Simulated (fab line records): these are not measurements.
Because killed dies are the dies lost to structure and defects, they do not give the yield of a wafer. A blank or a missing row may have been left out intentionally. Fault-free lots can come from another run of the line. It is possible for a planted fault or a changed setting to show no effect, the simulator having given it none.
Matching of chambers + flow nand-harc + 4 sister chambers for NHARC_P_CONTACT_CMP_24 on cmp-01
The step polishes, t overpolish 30 s, target thk 200 nm. 8 wafers are shown with their chamber, then 12 later ones without.

## WAFERS PAIRED WITH THEIR CHAMBERS
| wafer  | chamber | motor-current-A (A) | time-to-endpoint-s (s) |
|--------|---------|---------------------|------------------------|
| L080.5 | 3       | 13.0                | 43                     |
| L081.3 | 0       | 11.5                | 44                     |
| L081.6 | 3       | 12.3                | 43                     |
| L083.1 | 2       | 12.1                | 43                     |
| L083.6 | 1       | 12.0                | 40                     |
| L088.2 | 1       | 11.6                | 37                     |
| L088.3 | 0       | 11.5                | 42                     |
| L088.6 | 2       | 13.2                | 40                     |

## WAFERS WITH NO CHAMBER GIVEN
| wafer  | motor-current-A (A) | time-to-endpoint-s (s) |
|--------|---------------------|------------------------|
| L086.1 | 12.6                | 41                     |
| L086.2 | 11.2                | 42                     |
| L086.5 | 13.4                | 38                     |
| L092.3 | 11.3                | 40                     |
| L092.4 | 11.8                | 43                     |
| L092.6 | 12.4                | 46                     |
| L096.1 | 13.4                | 37                     |
| L096.2 | 13.5                | 42                     |
| L096.6 | 12.8                | 35                     |
| L097.3 | 12.2                | 40                     |
| L097.4 | 12.3                | 35                     |
| L097.6 | 12.9                | 39                     |

## WHICH CHAMBER EACH ONE RAN IN
| wafer  | from the rows above               | in truth |
|--------|-----------------------------------|----------|
| L086.1 | can't be placed: 2 or 3 or 1      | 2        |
| L086.2 | can't be placed: 0 or 1           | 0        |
| L086.5 | can't be placed: 2 or 1 or 3      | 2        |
| L092.3 | can't be placed: 1 or 0 or 2 or 3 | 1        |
| L092.4 | can't be placed: 0 or 3 or 2      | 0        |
| L092.6 | can't be placed: 3 or 0 or 2      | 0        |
| L096.1 | can't be placed: 2 or 1 or 3      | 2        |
| L096.2 | can't be placed: 2 or 3           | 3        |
| L096.6 | can't be placed: 1 or 2 or 3      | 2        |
| L097.3 | can't be placed: 1 or 2 or 3 or 0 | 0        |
| L097.4 | can't be placed: 1 or 2           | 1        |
| L097.6 | can't be placed: 2 or 1 or 3      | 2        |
Correctly placed: 0 of 12. Not placeable from these rows: 12 (in 12, the candidates include the true chamber). 0 placed wrongly.
How it was worked out, from the rows above alone: a wafer's distance from a chamber is the root of the sum, over the readings, of the square of ((its reading less the chamber's mean) divided by the reading's scatter). The wafer belongs to the nearest chamber; if the next one is less than 2 further off, it can't be placed. A chamber's mean is the mean of its shown wafers. The scatter: take each reading less its chamber's mean, square it, sum over the shown wafers, divide by the number of wafers less the number of chambers, and take the root.
